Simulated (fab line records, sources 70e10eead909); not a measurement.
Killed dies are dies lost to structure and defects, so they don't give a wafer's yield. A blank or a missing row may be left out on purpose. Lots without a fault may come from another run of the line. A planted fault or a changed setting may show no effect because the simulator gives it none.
Which tool did it? | flow nand_harc | 13 lots, 39 wafers sampled, at 5 steps of a route of 1302

WHAT THE GAUGES READ, wafer by wafer
NHARC_A_ONON_D2_THK_MEAS_02: measures by ellipsometry. Usual: thk_nm 1003 nm, standard deviation 7.7.
lot  | measured     | on            | thk_nm (nm)                | flag
L433 | day 12 21:23 | film_metro-01 | 998 1000 999               |
L432 | day 12 21:22 | film_metro-02 | 995 997 994                |
L438 | day 15 06:58 | film_metro-02 | 990 991 991                |
L440 | day 16 04:28 | film_metro-02 | 1000 879 1000 999 880 1001 | OFF
L444 | day 18 04:17 | film_metro-02 | 1001 1001 1000             |
L445 | day 18 14:15 | film_metro-02 | 1001 1004 1003             |
L446 | day 18 14:05 | film_metro-02 | 998 1000 999               |
L447 | day 19 00:13 | film_metro-02 | 1008 1008 1008             |
L449 | day 19 15:43 | film_metro-02 | 999 999 998                |
L450 | day 20 12:02 | film_metro-02 | 994 994 994                |
L451 | day 20 12:04 | film_metro-02 | 1002 1001 1004             |
L453 | day 22 01:34 | film_metro-02 | 1018 1019 1018             |
L454 | day 22 13:26 | film_metro-01 | 999 997 998                |

WHICH TOOL RAN EACH LOT (tool, then ch and the chambers of the sampled wafers, then the start)
lot  | NHARC_A_CHANNEL_HOLE_D1_ETCH_34               | NHARC_A_CHANNEL_HOLE_D1_ETCH_20  | NHARC_A_CHANNEL_HOLE_D1_ETCH_23  | NHARC_A_ONON_D2_DEP_00
L433 | rie_diel-04 ch 0,1,2, day 9 04:12 or earlier  | har_etch-02 ch 0,1, day 9 04:12  | har_etch-02 ch 0,1, day 9 05:39  | pecvd_onon-03 ch 0, day 12 20:59
L432 | rie_diel-13 ch 1,3, day 9 05:35 or earlier    | har_etch-01 ch 0,1, day 9 05:35  | har_etch-01 ch 0,1, day 9 06:58  | pecvd_onon-02 ch 0, day 12 20:52
L438 | rie_diel-04 ch 0,2,3, day 11 15:23 or earlier | har_etch-01 ch 0,1, day 11 15:23 | har_etch-01 ch 0,1, day 11 16:46 | pecvd_onon-03 ch 0, day 15 06:28
L440 | rie_diel-04 ch 0,2, day 12 13:47 or earlier   | har_etch-02 ch 0,1, day 12 13:47 | har_etch-02 ch 0,1, day 12 15:07 | pecvd_onon-03 ch 0, day 16 03:57
L444 | rie_diel-13 ch 0,1,2, day 13 23:40 or earlier | har_etch-02 ch 0,1, day 13 23:40 | har_etch-02 ch 0,1, day 14 01:04 | pecvd_onon-01 ch 0, day 18 03:47
L445 | rie_diel-04 ch 0,1,3, day 14 15:31 or earlier | har_etch-02 ch 0,1, day 14 15:31 | har_etch-02 ch 0,1, day 14 16:50 | pecvd_onon-01 ch 0, day 18 13:44
L446 | rie_diel-04 ch 0,3, day 14 16:01 or earlier   | har_etch-01 ch 0,1, day 14 16:01 | har_etch-01 ch 0,1, day 14 17:23 | pecvd_onon-02 ch 0, day 18 13:38
L447 | rie_diel-04 ch 1,2,3, day 15 07:01 or earlier | har_etch-01 ch 0,1, day 15 07:01 | har_etch-01 ch 0,1, day 15 08:20 | pecvd_onon-02 ch 0, day 18 23:46
L449 | rie_diel-03 ch 0,1,3, day 15 22:05 or earlier | har_etch-01 ch 0,1, day 15 22:05 | har_etch-01 ch 0,1, day 15 23:25 | pecvd_onon-02 ch 0, day 19 15:13
L450 | rie_diel-04 ch 0,3, day 16 14:05 or earlier   | har_etch-01 ch 0,1, day 16 14:05 | har_etch-01 ch 0,1, day 16 15:24 | pecvd_onon-03 ch 0, day 20 11:35
L451 | rie_diel-04 ch 0,2,3, day 16 15:44 or earlier | har_etch-02 ch 0,1, day 16 15:44 | har_etch-02 ch 0,1, day 16 17:11 | pecvd_onon-02 ch 0, day 20 11:40
L453 | rie_diel-13 ch 1,3, day 18 02:27 or earlier   | har_etch-02 ch 0,1, day 18 02:27 | har_etch-02 ch 0,1, day 18 03:46 | pecvd_onon-03 ch 0, day 22 01:03
L454 | rie_diel-04 ch 0,1, day 18 13:30 or earlier   | har_etch-02 ch 0,1, day 18 13:30 | har_etch-02 ch 0,1, day 18 14:57 | pecvd_onon-02 ch 0, day 22 13:01
- NHARC_A_CHANNEL_HOLE_D1_ETCH_34: etches the open film in CF4/CHF3, target depth 154 nm, time 77 s.
- NHARC_A_CHANNEL_HOLE_D1_ETCH_20: etches the open film in C4F8/O2/Ar, time 361.9 s, target depth 1600 nm.
- NHARC_A_CHANNEL_HOLE_D1_ETCH_23: etches the open film in C4F8/O2/Ar, time 819 s, target depth 1600 nm.
- NHARC_A_ONON_D2_DEP_00: target thk 1000 nm.

WHAT THE TOOLS THEMSELVES READ (means of the sampled wafers that have a number; where no wafer has one, the mark that the record gives instead)
NHARC_A_CHANNEL_HOLE_D1_ETCH_34. Usual: drypump_motor_current_A 5.5 A, standard deviation 0.31; oes_product_au 0.957 a.u., standard deviation 0.022; rf_vpp_V 370.6 V, standard deviation 1.9; showerhead_plenum_p_Torr 1.57 Torr, standard deviation 0.056; throttle_valve_pct 16.803 %, standard deviation 0.0097.
lot  | tool        | drypump_motor_current_A (A) | oes_product_au (a.u.) | rf_vpp_V (V) | showerhead_plenum_p_Torr (Torr) | throttle_valve_pct (%) | flag
L433 | rie_diel-04 | 5.3                         | 0.967                 | 372.1        | 1.60                            | 16.799                 |
L432 | rie_diel-13 | 5.3                         | 0.945                 | 371.0        | 1.56                            | 16.805                 |
L438 | rie_diel-04 | 5.5                         | 0.929                 | 369.8        | 1.56                            | 16.794                 |
L440 | rie_diel-04 | 5.2                         | 0.965                 | 371.5        | 1.60                            | 16.806                 |
L444 | rie_diel-13 | 5.8                         | 0.936                 | 372.0        | 1.64                            | 16.797                 |
L445 | rie_diel-04 | 5.6                         | 0.941                 | 369.5        | 1.57                            | 16.800                 |
L446 | rie_diel-04 | 5.6                         | 0.936                 | 370.7        | 1.55                            | 16.804                 |
L447 | rie_diel-04 | 5.4                         | 0.934                 | 370.4        | 1.57                            | 16.804                 |
L449 | rie_diel-03 | 5.7                         | 0.937                 | 368.7        | 1.52                            | 16.807                 |
L450 | rie_diel-04 | 5.6                         | 0.980                 | 369.4        | 1.55                            | 16.794                 |
L451 | rie_diel-04 | 5.5                         | 0.973                 | 370.1        | 1.56                            | 16.806                 |
L453 | rie_diel-13 | 5.4                         | 0.959                 | 370.7        | 1.58                            | 16.812                 |
L454 | rie_diel-04 | 5.4                         | 0.969                 | 371.6        | 1.60                            | 16.802                 |

NHARC_A_CHANNEL_HOLE_D1_ETCH_20. Usual: drypump_motor_current_A 5.5 A, standard deviation 0.41; o2_flow_sccm 35.68 sccm, standard deviation 0.1; showerhead_plenum_p_Torr 3.64 Torr, standard deviation 0.11; throttle_valve_pct 32.154 %, standard deviation 0.0098.
lot  | tool        | drypump_motor_current_A (A) | o2_flow_sccm (sccm) | showerhead_plenum_p_Torr (Torr) | throttle_valve_pct (%) | flag
L433 | har_etch-02 | 5.6                         | 35.76               | 3.64                            | 32.151                 |
L432 | har_etch-01 | 5.8                         | 35.61               | 3.66                            | 32.153                 |
L438 | har_etch-01 | 5.8                         | 35.70               | 3.64                            | 32.159                 |
L440 | har_etch-02 | 5.5                         | 35.61               | 3.62                            | 32.158                 |
L444 | har_etch-02 | 5.3                         | 35.68               | 3.67                            | 32.168                 |
L445 | har_etch-02 | 5.6                         | 35.80               | 3.61                            | 32.156                 |
L446 | har_etch-01 | 5.8                         | 35.72               | 3.62                            | 32.157                 |
L447 | har_etch-01 | 5.5                         | 35.63               | 3.55                            | 32.156                 |
L449 | har_etch-01 | 5.5                         | 35.70               | 3.55                            | 32.164                 |
L450 | har_etch-01 | 5.5                         | 35.64               | 3.54                            | 32.163                 |
L451 | har_etch-02 | 5.3                         | 35.67               | 3.64                            | 32.150                 |
L453 | har_etch-02 | 5.3                         | 35.67               | 3.78                            | 32.149                 |
L454 | har_etch-02 | 5.3                         | 35.63               | 3.78                            | 32.152                 |

NHARC_A_CHANNEL_HOLE_D1_ETCH_23. Usual: drypump_motor_current_A 5.5 A, standard deviation 0.41; o2_flow_sccm 35.69 sccm, standard deviation 0.1; showerhead_plenum_p_Torr 3.64 Torr, standard deviation 0.11; throttle_valve_pct 32.156 %, standard deviation 0.0088.
lot  | tool        | drypump_motor_current_A (A) | o2_flow_sccm (sccm) | showerhead_plenum_p_Torr (Torr) | throttle_valve_pct (%) | flag
L433 | har_etch-02 | 5.6                         | 35.64               | 3.64                            | 32.158                 |
L432 | har_etch-01 | 5.8                         | 35.72               | 3.66                            | 32.150                 |
L438 | har_etch-01 | 5.8                         | 35.75               | 3.64                            | 32.147                 |
L440 | har_etch-02 | 5.5                         | 35.75               | 3.62                            | 32.153                 |
L444 | har_etch-02 | 5.3                         | 35.77               | 3.66                            | 32.147                 |
L445 | har_etch-02 | 5.6                         | 35.67               | 3.61                            | 32.157                 |
L446 | har_etch-01 | 5.8                         | 35.66               | 3.62                            | 32.164                 |
L447 | har_etch-01 | 5.5                         | 35.61               | 3.55                            | 32.149                 |
L449 | har_etch-01 | 5.5                         | 35.76               | 3.55                            | 32.165                 |
L450 | har_etch-01 | 5.5                         | 35.66               | 3.54                            | 32.152                 |
L451 | har_etch-02 | 5.3                         | 35.56               | 3.64                            | 32.153                 |
L453 | har_etch-02 | 5.3                         | 35.67               | 3.78                            | 32.156                 |
L454 | har_etch-02 | 5.3                         | 35.64               | 3.78                            | 32.156                 |

NHARC_A_ONON_D2_DEP_00. Usual: n2o_flow_sccm 1999 sccm, standard deviation 5.7; susceptor_temp_C 399.99 C, standard deviation 0.23.
lot  | tool          | n2o_flow_sccm (sccm) | susceptor_temp_C (C) | flag
L433 | pecvd_onon-03 | 2006                 | 400.13               |
L432 | pecvd_onon-02 | 2004                 | 399.86               |
L438 | pecvd_onon-03 | 1992                 | 400.21               |
L440 | pecvd_onon-03 | 2003                 | 400.12               |
L444 | pecvd_onon-01 | 1997                 | 400.06               |
L445 | pecvd_onon-01 | 1995                 | 399.91               |
L446 | pecvd_onon-02 | 2002                 | 399.86               |
L447 | pecvd_onon-02 | 2003                 | 399.67               |
L449 | pecvd_onon-02 | 2001                 | 399.92               |
L450 | pecvd_onon-03 | 1994                 | 399.85               |
L451 | pecvd_onon-02 | 1995                 | 400.16               |
L453 | pecvd_onon-03 | 2002                 | 399.90               |
L454 | pecvd_onon-02 | 2006                 | 400.03               |

THE ANSWER, worked out from the rows above alone
Rule: a lot is off if the mean of its wafers that have a number lies more than 3 standard deviations from the usual mean. A lot without any number at a reading at which 4 lots or more have one is off too. The other lots that the step has rows for count as sound. The gauges are gone through in route order, then the tools' own readings, and for those a lot's mean is taken as printed above. The first step at which some lot is off is used, and at that step the reading that is off furthest; a lot without a number counts as furthest.
Off: L440, at NHARC_A_ONON_D2_THK_MEAS_02 (thk_nm).
A tool fits if, at a process step before that reading, it ran every lot that is off, and no sound lot after the first of them. The gauges at NHARC_A_ONON_D2_THK_MEAS_02 are tried like those tools. NHARC_A_CHANNEL_HOLE_D1_ETCH_34 gives no start for some lots, so the hours and the order of its lots are those of NHARC_A_CHANNEL_HOLE_D1_ETCH_20. None of those tried fits.

WHAT THE SIMULATOR HAD PUT IN
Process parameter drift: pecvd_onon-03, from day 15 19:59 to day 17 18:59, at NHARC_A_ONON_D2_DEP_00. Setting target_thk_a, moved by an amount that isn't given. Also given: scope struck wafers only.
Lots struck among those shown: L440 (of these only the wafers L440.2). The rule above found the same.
